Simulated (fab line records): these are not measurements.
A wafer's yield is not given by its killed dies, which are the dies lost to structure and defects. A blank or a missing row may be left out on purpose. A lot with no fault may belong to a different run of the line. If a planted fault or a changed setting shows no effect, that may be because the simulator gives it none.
Split-lot trial :: flow n5-finfet :: on a route of 1938 steps: 7 lots, 21 wafers read

## THE SPLIT ITSELF
At N5_BEOL_M0_ETCH_138 (etches SiCN in CH3F/O2, target depth 12 nm, time 31.6 s), the setting bias-w was moved away from the recipe's 75 W on 5 of the 21 wafers read, by +8.9% to +17.7%. This setting was run at the recipe's value on the other wafers.

Reading taken at the split's own step.

## THE READING
rf-vpp-V, in V, at N5_BEOL_M0_ETCH_138 (etches SiCN in CH3F/O2, target depth 12 nm, time 31.6 s). Typical for fault-free wafers on this fab line: 298.2 V, with standard deviation 1.6 V.

wafer: L076.1
tool, chamber at the split: rie-diel-01, 2
bias-w as run, W: 75
against the recipe: recipe
rf-vpp-V, V: 299.5
against lot-mates on the recipe: -

wafer: L076.2
tool, chamber at the split: rie-diel-01, 3
bias-w as run, W: 75
against the recipe: recipe
rf-vpp-V, V: 299.6
against lot-mates on the recipe: -

wafer: L076.6
tool, chamber at the split: rie-diel-01, 2
bias-w as run, W: 75
against the recipe: recipe
rf-vpp-V, V: 298.1
against lot-mates on the recipe: -

wafer: L074.4
tool, chamber at the split: rie-diel-05, 1
bias-w as run, W: 75
against the recipe: recipe
rf-vpp-V, V: 296.3
against lot-mates on the recipe: -

wafer: L074.5
tool, chamber at the split: rie-diel-05, 3
bias-w as run, W: 75
against the recipe: recipe
rf-vpp-V, V: 301.4
against lot-mates on the recipe: -

wafer: L074.6
tool, chamber at the split: rie-diel-05, 2
bias-w as run, W: 81.66
against the recipe: +8.9%
rf-vpp-V, V: 316.8
against lot-mates on the recipe: +17.9

wafer: L080.1
tool, chamber at the split: rie-diel-05, 3
bias-w as run, W: 75
against the recipe: recipe
rf-vpp-V, V: 299.3
against lot-mates on the recipe: -

wafer: L080.2
tool, chamber at the split: rie-diel-05, 2
bias-w as run, W: 75
against the recipe: recipe
rf-vpp-V, V: 300.1
against lot-mates on the recipe: -

wafer: L080.5
tool, chamber at the split: rie-diel-05, 3
bias-w as run, W: 75
against the recipe: recipe
rf-vpp-V, V: 299.3
against lot-mates on the recipe: -

wafer: L084.2
tool, chamber at the split: rie-diel-05, 0
bias-w as run, W: 75
against the recipe: recipe
rf-vpp-V, V: 296.3
against lot-mates on the recipe: -

wafer: L084.3
tool, chamber at the split: rie-diel-05, 1
bias-w as run, W: 75
against the recipe: recipe
rf-vpp-V, V: 296.2
against lot-mates on the recipe: -

wafer: L084.6
tool, chamber at the split: rie-diel-05, 0
bias-w as run, W: 75
against the recipe: recipe
rf-vpp-V, V: 294.6
against lot-mates on the recipe: -

wafer: L088.1
tool, chamber at the split: rie-diel-05, 3
bias-w as run, W: 83.03
against the recipe: +10.7%
rf-vpp-V, V: 319.1
against lot-mates on the recipe: +21.9

wafer: L088.2
tool, chamber at the split: rie-diel-05, 0
bias-w as run, W: 75
against the recipe: recipe
rf-vpp-V, V: 295.5
against lot-mates on the recipe: -

wafer: L088.5
tool, chamber at the split: rie-diel-05, 2
bias-w as run, W: 75
against the recipe: recipe
rf-vpp-V, V: 299.0
against lot-mates on the recipe: -

wafer: L093.1
tool, chamber at the split: rie-diel-05, 3
bias-w as run, W: 75
against the recipe: recipe
rf-vpp-V, V: 299.6
against lot-mates on the recipe: -

wafer: L093.3
tool, chamber at the split: rie-diel-05, 2
bias-w as run, W: 88.25
against the recipe: +17.7%
rf-vpp-V, V: 332.8
against lot-mates on the recipe: +33.2

wafer: L093.6
tool, chamber at the split: rie-diel-05, 2
bias-w as run, W: 75
against the recipe: recipe
rf-vpp-V, V: 299.5
against lot-mates on the recipe: -

wafer: L097.1
tool, chamber at the split: rie-diel-03, 3
bias-w as run, W: 87.62
against the recipe: +16.8%
rf-vpp-V, V: 330.4
against lot-mates on the recipe: +32.0

wafer: L097.2
tool, chamber at the split: rie-diel-03, 2
bias-w as run, W: 87.62
against the recipe: +16.8%
rf-vpp-V, V: 328.1
against lot-mates on the recipe: +29.7

wafer: L097.6
tool, chamber at the split: rie-diel-03, 2
bias-w as run, W: 75
against the recipe: recipe
rf-vpp-V, V: 298.4
against lot-mates on the recipe: -

FIT RESULTS
A straight line over all 21 wafers: rf-vpp-V changes by +1.9 V for each +1% of bias-w; r = +0.99; the points scatter about the line by 1.8 V.
The same after taking each lot's own level away (the mean of its wafers on the recipe; 21 wafers): +1.88 V for each +1%; r = +0.99; scatter 1.3 V.
Per that fit: largest bias-w move, reading shift of 33 V.
From 295.70 to 299.57 V: that is the span of the lots' own levels, equal to 2.4 times the standard deviation above.
The two slopes are in agreement: the lot-to-lot level therefore moves the slope only a little.
Check: with one of the wafers moved furthest among these (+17.7%) left out of the fit, the line predicts +33.3 V for it against its lot-mates. It came out at +33.2 V against them.
Tool readings at the split's step, against how far the setting was moved: rf-vpp-V r = +0.99.

## OTHER SPLITS APPLIED TO THESE WAFERS
Other splits were also applied to these wafers ahead of the reading. Each is held against what the fit with the lots' levels taken away leaves over:
other split on the same wafers: N5_HKMG_FIN_HK_ALD_01 ald-cycles
wafers away from the commonest value: 5
r with rf-vpp-V (lot level and that fit taken away): -0.14

other split on the same wafers: N5_GATE_CUT_ETCH_58 time-s
wafers away from the commonest value: 5
r with rf-vpp-V (lot level and that fit taken away): -0.32

other split on the same wafers: N5_GATE_CUT_COAT_27 spin-rpm
wafers away from the commonest value: 12
r with rf-vpp-V (lot level and that fit taken away): +0.03

other split on the same wafers: N5_MOL_CONTACT_COAG_ETCH_110 bias-w
wafers away from the commonest value: 7
r with rf-vpp-V (lot level and that fit taken away): -0.32

other split on the same wafers: N5_MOL_CONTACT_COAG_COAT_75 spin-rpm
wafers away from the commonest value: 8
r with rf-vpp-V (lot level and that fit taken away): -0.42

other split on the same wafers: N5_BEOL_M0_SAQP_SPACER1_ALD_98 ald-cycles
wafers away from the commonest value: 7
r with rf-vpp-V (lot level and that fit taken away): -0.18

## FILE'S OWN FIT
rf-vpp-V changes by +1.9 V for each +1% of bias-w, r = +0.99.
